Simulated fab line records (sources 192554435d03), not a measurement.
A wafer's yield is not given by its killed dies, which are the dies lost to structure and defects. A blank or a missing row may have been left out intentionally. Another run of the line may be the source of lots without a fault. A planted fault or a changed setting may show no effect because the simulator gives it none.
Which tool did it?	flow n5Finfet	72 wafers from 24 lots sampled at 6 of the route's 1938 steps

WHAT THE GAUGES READ, wafer by wafer
The record lacks any reading of a measuring or inspecting step that a usual standard deviation could be used to judge.

EACH LOT AND THE TOOL THAT RAN IT (in order: tool; ch and the chambers of the sampled wafers; start)
lot	N5_BEOL_M3_STRIP_36	N5_BEOL_M3_ALD_84	N5_BEOL_M3_SPUTTER_48	N5_BEOL_M3_ANNEAL_80	N5_BEOL_M3_SPUTTER_81	N5_BEOL_M3_ANNEAL_89
L074	rieDiel-05 ch 0,1, day 7 11:16	aldMetal-04 ch 1,2, day 7 12:03	pvdSputter-03, day 7 12:50	pvdSputter-03, day 7 13:08	pvdSputter-03, day 7 13:17	pvdSputter-03, day 7 13:48
L075	rieDiel-03 ch 0,1,2, day 7 16:56	aldMetal-04 ch 0,2, day 7 18:11	pvdSputter-02, day 7 19:46	pvdSputter-02, day 7 20:04	pvdSputter-02, day 7 20:12	pvdSputter-02, day 7 20:43
L076	rieDiel-03 ch 0,1,2, day 8 20:25	aldMetal-04 ch 1,3, day 8 21:56	pvdSputter-02, day 8 22:51	pvdSputter-02, day 8 23:09	pvdSputter-02, day 8 23:17	pvdSputter-02, day 8 23:49
L078	rieDiel-01 ch 0,1,3, day 8 21:35	aldMetal-03 ch 0,3, day 8 22:47	pvdSputter-01, day 9 00:09	pvdSputter-01, day 9 00:27	pvdSputter-01, day 9 00:35	pvdSputter-01, day 9 01:07
L081	rieDiel-03 ch 1,2,3, day 9 00:55	aldMetal-03 ch 0,1,3, day 9 01:35	pvdSputter-01, day 9 02:19	pvdSputter-01, day 9 02:37	pvdSputter-01, day 9 02:45	pvdSputter-01, day 9 03:16
L077	rieDiel-01 ch 0,1,3, day 9 01:02	aldMetal-04 ch 0,2, day 9 01:41	pvdSputter-03, day 9 02:20	pvdSputter-03, day 9 02:38	pvdSputter-03, day 9 02:47	pvdSputter-03, day 9 03:18
L079	rieDiel-01 ch 0,1,2, day 9 04:08	aldMetal-02 ch 1,2,3, day 9 04:37	pvdSputter-03, day 9 05:05	pvdSputter-03, day 9 05:23	pvdSputter-03, day 9 05:32	pvdSputter-03, day 9 06:03
L080	rieDiel-03 ch 2,3, day 9 04:08	aldMetal-02 ch 1,3, day 9 04:50	pvdSputter-02, day 9 05:20	pvdSputter-02, day 9 05:38	pvdSputter-02, day 9 05:46	pvdSputter-02, day 9 06:17
L082	rieDiel-01 ch 0,1,3, day 9 04:29	aldMetal-03 ch 1,2,3, day 9 05:01	pvdSputter-01, day 9 05:31	pvdSputter-01, day 9 05:49	pvdSputter-01, day 9 05:57	pvdSputter-01, day 9 06:28
L083	rieDiel-05 ch 1,2, day 9 10:49	aldMetal-02 ch 0,2,3, day 9 11:46	pvdSputter-01, day 9 12:19	pvdSputter-01, day 9 12:37	pvdSputter-01, day 9 12:46	pvdSputter-01, day 9 13:17
L084	rieDiel-05 ch 2,3, day 9 15:00	aldMetal-04 ch 0,1, day 9 15:44	pvdSputter-01, day 9 16:23	pvdSputter-01, day 9 16:41	pvdSputter-01, day 9 16:50	pvdSputter-01, day 9 17:21
L085	rieDiel-03 ch 2,3, day 10 13:04	aldMetal-03 ch 0,1,2, day 10 13:47	pvdSputter-02, day 10 14:32	pvdSputter-02, day 10 14:50	pvdSputter-02, day 10 14:58	pvdSputter-02, day 10 15:29
L086	rieDiel-01 ch 0,1,2, day 10 18:44	aldMetal-03 ch 1,2, day 10 19:43	pvdSputter-03, day 10 21:45	pvdSputter-03, day 10 22:03	pvdSputter-03, day 10 22:11	pvdSputter-03, day 10 22:43
L087	rieDiel-01 ch 0,1,3, day 10 23:04	aldMetal-04 ch 2,3, day 11 00:09	pvdSputter-03, day 11 01:31	pvdSputter-03, day 11 01:49	pvdSputter-03, day 11 01:57	pvdSputter-03, day 11 02:28
L088	rieDiel-01 ch 0,1,3, day 11 09:30	aldMetal-03 ch 0,1,2, day 11 10:32	pvdSputter-02, day 11 12:48	pvdSputter-02, day 11 13:06	pvdSputter-02, day 11 13:14	pvdSputter-02, day 11 13:46
L091	rieDiel-03 ch 1,2,3, day 11 14:53	aldMetal-03 ch 1,2, day 11 15:36	pvdSputter-02, day 11 16:23	pvdSputter-02, day 11 16:41	pvdSputter-02, day 11 16:49	pvdSputter-02, day 11 17:20
L089	rieDiel-05 ch 1,3, day 11 17:53	aldMetal-03 ch 0,1,3, day 11 18:35	pvdSputter-01, day 11 19:02	pvdSputter-01, day 11 19:20	pvdSputter-01, day 11 19:29	pvdSputter-01, day 11 20:00
L090	rieDiel-01 ch 0,1,2, day 11 22:48	aldMetal-02 ch 1,2, day 11 23:46	pvdSputter-03, day 12 00:22	pvdSputter-03, day 12 00:40	pvdSputter-03, day 12 00:48	pvdSputter-03, day 12 01:19
L093	rieDiel-03 ch 1,2, day 12 08:23	aldMetal-04 ch 0,3, day 12 09:17	pvdSputter-01, day 12 09:47	pvdSputter-01, day 12 10:05	pvdSputter-01, day 12 10:13	pvdSputter-01, day 12 10:44
L092	rieDiel-01 ch 1,2, day 12 09:01	aldMetal-02 ch 0,1,3, day 12 09:30	pvdSputter-03, day 12 11:12	pvdSputter-03, day 12 11:30	pvdSputter-03, day 12 11:38	pvdSputter-03, day 12 12:10
L094	rieDiel-01 ch 1,2, day 12 13:06	aldMetal-03 ch 1,2, day 12 13:51	pvdSputter-02, day 12 14:32	pvdSputter-02, day 12 14:50	pvdSputter-02, day 12 14:58	pvdSputter-02, day 12 15:29
L095	rieDiel-03 ch 0,2,3, day 13 01:41	aldMetal-03 ch 0,3, day 13 02:26	pvdSputter-03, day 13 03:01	pvdSputter-03, day 13 03:19	pvdSputter-03, day 13 03:27	pvdSputter-03, day 13 03:58
L097	rieDiel-01 ch 0,2,3, day 13 08:08	aldMetal-03 ch 1,3, day 13 09:32	pvdSputter-01, day 13 10:16	pvdSputter-01, day 13 10:34	pvdSputter-01, day 13 10:43	pvdSputter-01, day 13 11:14
L096	rieDiel-03 ch 0,3, day 13 10:11	aldMetal-02 ch 0,3, day 13 12:34	pvdSputter-01, day 13 13:51	pvdSputter-01, day 13 14:09	pvdSputter-01, day 13 14:17	pvdSputter-01, day 13 14:49
- N5_BEOL_M3_STRIP_36: strips in N2/H2.
- N5_BEOL_M3_ALD_84: deposits TaN, pulse time 2 s, purge time 3 s, co reactant purge time 2 s.
- N5_BEOL_M3_SPUTTER_48: material Cu, target thk 4.5 nm, time 8.29 s.
- N5_BEOL_M3_ANNEAL_80: time 240 s.
- N5_BEOL_M3_SPUTTER_81: material Cu, target thk 4.5 nm, time 8.29 s.
- N5_BEOL_M3_ANNEAL_89: time 240 s.

WHAT THE TOOLS THEMSELVES READ (means of the sampled wafers that have a number; where no wafer has one, the mark that the record gives instead)
N5_BEOL_M3_STRIP_36.
lot	tool	drypumpMotorCurrentA (A)	oesProductAu (a.u.)	rfVppV (V)	showerheadPlenumPTorr (Torr)	tempC (C)	throttleValvePct (%)
L074	rieDiel-05	5.4	0.70	58.4	2.49	39.93	23.5
L075	rieDiel-03	6.2	0.80	58.0	2.56	39.91	23.6
L076	rieDiel-03	6.1	0.79	59.5	2.55	40.05	23.6
L078	rieDiel-01	5.6	0.88	58.9	2.51	40.02	23.2
L081	rieDiel-03	6.3	0.81	58.7	2.59	40.04	23.4
L077	rieDiel-01	5.7	0.87	60.0	2.51	39.84	23.2
L079	rieDiel-01	5.4	0.89	60.2	2.46	40.03	23.1
L080	rieDiel-03	6.3	0.85	59.7	2.65	40.07	23.5
L082	rieDiel-01	5.7	0.88	59.9	2.50	39.88	23.3
L083	rieDiel-05	5.3	0.79	58.1	2.50	39.93	23.5
L084	rieDiel-05	5.3	0.81	60.0	2.51	40.08	23.7
L085	rieDiel-03	6.0	0.81	57.9	2.60	39.99	23.3
L086	rieDiel-01	5.4	0.88	59.1	2.46	40.00	23.1
L087	rieDiel-01	5.6	0.86	58.1	2.50	40.07	23.3
L088	rieDiel-01	5.6	0.85	59.0	2.50	40.01	23.3
L091	rieDiel-03	6.3	0.79	59.0	2.58	39.98	23.4
L089	rieDiel-05	5.9	0.91	57.6	2.60	40.06	23.2
L090	rieDiel-01	5.4	0.85	57.0	2.46	40.06	23.1
L093	rieDiel-03	6.1	0.75	59.0	2.54	40.00	23.3
L092	rieDiel-01	5.4	0.85	58.5	2.46	39.91	22.9
L094	rieDiel-01	5.3	0.85	57.8	2.44	39.96	23.0
L095	rieDiel-03	6.1	0.78	59.2	2.60	40.00	23.8
L097	rieDiel-01	5.6	0.84	57.5	2.48	39.99	23.4
L096	rieDiel-03	6.3	0.82	59.3	2.64	40.07	23.9

N5_BEOL_M3_ALD_84.
lot	tool	heaterPowerW (W)
L074	aldMetal-04	385
L075	aldMetal-04	438
L076	aldMetal-04	396
L078	aldMetal-03	451
L081	aldMetal-03	426
L077	aldMetal-04	442
L079	aldMetal-02	395
L080	aldMetal-02	354
L082	aldMetal-03	392
L083	aldMetal-02	396
L084	aldMetal-04	430
L085	aldMetal-03	409
L086	aldMetal-03	377
L087	aldMetal-04	438
L088	aldMetal-03	409
L091	aldMetal-03	379
L089	aldMetal-03	427
L090	aldMetal-02	438
L093	aldMetal-04	462
L092	aldMetal-02	374
L094	aldMetal-03	383
L095	aldMetal-03	435
L097	aldMetal-03	385
L096	aldMetal-02	364

N5_BEOL_M3_SPUTTER_48.
lot	tool	substrateTempC (C)	throttleValvePct (%)
L074	pvdSputter-03	-20.00	30.6
L075	pvdSputter-02	-20.03	29.2
L076	pvdSputter-02	-19.94	29.3
L078	pvdSputter-01	-19.97	29.9
L081	pvdSputter-01	-19.98	29.9
L077	pvdSputter-03	-19.97	30.2
L079	pvdSputter-03	-19.92	30.5
L080	pvdSputter-02	-19.98	28.8
L082	pvdSputter-01	-20.02	30.0
L083	pvdSputter-01	-19.96	29.7
L084	pvdSputter-01	-20.07	30.1
L085	pvdSputter-02	-20.16	30.3
L086	pvdSputter-03	-19.98	30.3
L087	pvdSputter-03	-20.11	30.7
L088	pvdSputter-02	-20.10	29.8
L091	pvdSputter-02	-19.99	29.4
L089	pvdSputter-01	-19.91	29.8
L090	pvdSputter-03	-20.08	30.7
L093	pvdSputter-01	-20.01	29.9
L092	pvdSputter-03	-20.02	30.5
L094	pvdSputter-02	-19.99	27.9
L095	pvdSputter-03	-20.00	30.4
L097	pvdSputter-01	-20.03	29.9
L096	pvdSputter-01	-19.99	29.3

N5_BEOL_M3_ANNEAL_80.
lot	tool	heaterPowerW (W)	susceptor_temp_C_max
L074	pvdSputter-03	777	400.6
L075	pvdSputter-02	1005	401.3
L076	pvdSputter-02	853	400.6
L078	pvdSputter-01	860	401.4
L081	pvdSputter-01	845	401.9
L077	pvdSputter-03	824	400.8
L079	pvdSputter-03	801	400.3
L080	pvdSputter-02	920	400.8
L082	pvdSputter-01	851	401.7
L083	pvdSputter-01	858	401.1
L084	pvdSputter-01	831	401.7
L085	pvdSputter-02	923	400.7
L086	pvdSputter-03	727	400.7
L087	pvdSputter-03	771	400.5
L088	pvdSputter-02	912	401.1
L091	pvdSputter-02	924	401.0
L089	pvdSputter-01	873	401.2
L090	pvdSputter-03	682	400.7
L093	pvdSputter-01	840	401.7
L092	pvdSputter-03	775	400.7
L094	pvdSputter-02	856	400.8
L095	pvdSputter-03	816	400.6
L097	pvdSputter-01	862	401.6
L096	pvdSputter-01	861	401.2

N5_BEOL_M3_SPUTTER_81.
lot	tool	substrateTempC (C)	throttleValvePct (%)
L074	pvdSputter-03	-20.12	30.8
L075	pvdSputter-02	-20.07	29.1
L076	pvdSputter-02	-20.02	29.4
L078	pvdSputter-01	-19.96	30.0
L081	pvdSputter-01	-19.99	30.1
L077	pvdSputter-03	-19.93	30.2
L079	pvdSputter-03	-19.99	30.5
L080	pvdSputter-02	-20.18	28.8
L082	pvdSputter-01	-19.96	29.9
L083	pvdSputter-01	-20.02	29.6
L084	pvdSputter-01	-20.02	30.1
L085	pvdSputter-02	-20.08	30.2
L086	pvdSputter-03	-19.98	30.2
L087	pvdSputter-03	-20.12	30.5
L088	pvdSputter-02	-20.03	29.7
L091	pvdSputter-02	-19.92	29.3
L089	pvdSputter-01	-19.96	29.6
L090	pvdSputter-03	-20.05	30.6
L093	pvdSputter-01	-19.99	30.0
L092	pvdSputter-03	-20.02	30.8
L094	pvdSputter-02	-19.94	28.1
L095	pvdSputter-03	-19.92	30.4
L097	pvdSputter-01	-20.01	30.0
L096	pvdSputter-01	-20.13	29.3

N5_BEOL_M3_ANNEAL_89.
lot	tool	heaterPowerW (W)	susceptor_temp_C_max
L074	pvdSputter-03	762	400.7
L075	pvdSputter-02	990	401.3
L076	pvdSputter-02	851	400.8
L078	pvdSputter-01	857	401.7
L081	pvdSputter-01	858	401.6
L077	pvdSputter-03	839	400.8
L079	pvdSputter-03	800	400.5
L080	pvdSputter-02	935	400.9
L082	pvdSputter-01	854	401.4
L083	pvdSputter-01	849	401.0
L084	pvdSputter-01	838	401.6
L085	pvdSputter-02	916	400.8
L086	pvdSputter-03	715	400.8
L087	pvdSputter-03	771	400.7
L088	pvdSputter-02	922	401.2
L091	pvdSputter-02	913	401.4
L089	pvdSputter-01	886	401.4
L090	pvdSputter-03	677	400.9
L093	pvdSputter-01	859	401.3
L092	pvdSputter-03	767	400.9
L094	pvdSputter-02	871	401.2
L095	pvdSputter-03	837	400.7
L097	pvdSputter-01	849	401.5
L096	pvdSputter-01	870	401.1

THE ANSWER, worked out from the rows above alone
Rule: the lots themselves supply what counts as usual. The widest of any qualifying gaps counts: lots, ordered by their means at a reading, are off when they make up no more than a third of the lots, leave a main group of 4 or more, and stand apart from it by 3 or more times the standard deviation of that group's means. Not used: any main group whose means are identical at the precision the tables above print for the reading. Also off: a lot with no number at a reading for which 4 or more lots have one. Any other lot the step has rows for is counted as sound. The gauges are gone through in route order, then the tools' own readings, and for those a lot's mean is taken as printed above. At the first step where some lot is off, the reading lying furthest off is the one used; lots without a number count as furthest.
Across all readings shown, no lot is off: no conclusion can be drawn from this.

WHAT THE SIMULATOR PUT IN
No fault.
